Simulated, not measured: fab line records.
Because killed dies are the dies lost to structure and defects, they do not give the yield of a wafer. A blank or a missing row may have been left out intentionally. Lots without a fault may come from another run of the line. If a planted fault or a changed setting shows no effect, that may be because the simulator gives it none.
Chamber matching -- flow nandHarc -- 4 sister chambers for NHARC_A_STAIRCASE_TRIM_229 on rieDiel-04
The step chemistry O2, time 211.2 s. 4 wafers are shown with their chamber, then 7 later ones without.

== EACH WAFER AND ITS CHAMBER ==
wafer,chamber,drypumpMotorCurrentA (A)
L084.2,2,5.6
L084.3,1,6.2
L086.1,3,6.0
L086.2,0,5.9

== WAFERS WITHOUT THEIR CHAMBER ==
wafer,drypumpMotorCurrentA (A)
L086.6,6.1
L093.1,6.2
L093.3,6.0
L093.6,5.6
L097.2,6.1
L097.4,6.0
L097.5,6.0

== WHICH CHAMBER EACH ONE RAN IN ==
wafer,from the rows above,in truth
L086.6,can't be placed: 3 or 1 or 0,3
L093.1,1,1
L093.3,can't be placed: 3 or 0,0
L093.6,2,2
L097.2,can't be placed: 3 or 1 or 0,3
L097.4,can't be placed: 3 or 0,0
L097.5,can't be placed: 3 or 0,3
Correct placement for 2 of the 7. Can't be placed from these rows: 5 (the true chamber is among the candidates in 5). Placed wrongly: 0.
How it was worked out, from the rows above alone: a wafer's distance from a chamber is the root of the sum, over the readings, of the square of ((its reading less the chamber's mean) divided by the reading's scatter). If the next closest chamber is less than 2 further off than the closest, the wafer can't be placed; otherwise it belongs to the closest. Each chamber's mean is taken over the wafers shown for it. The scatter: with one shown wafer a chamber, the root of the mean of the squares of how far each hidden wafer lies from its nearest shown one.
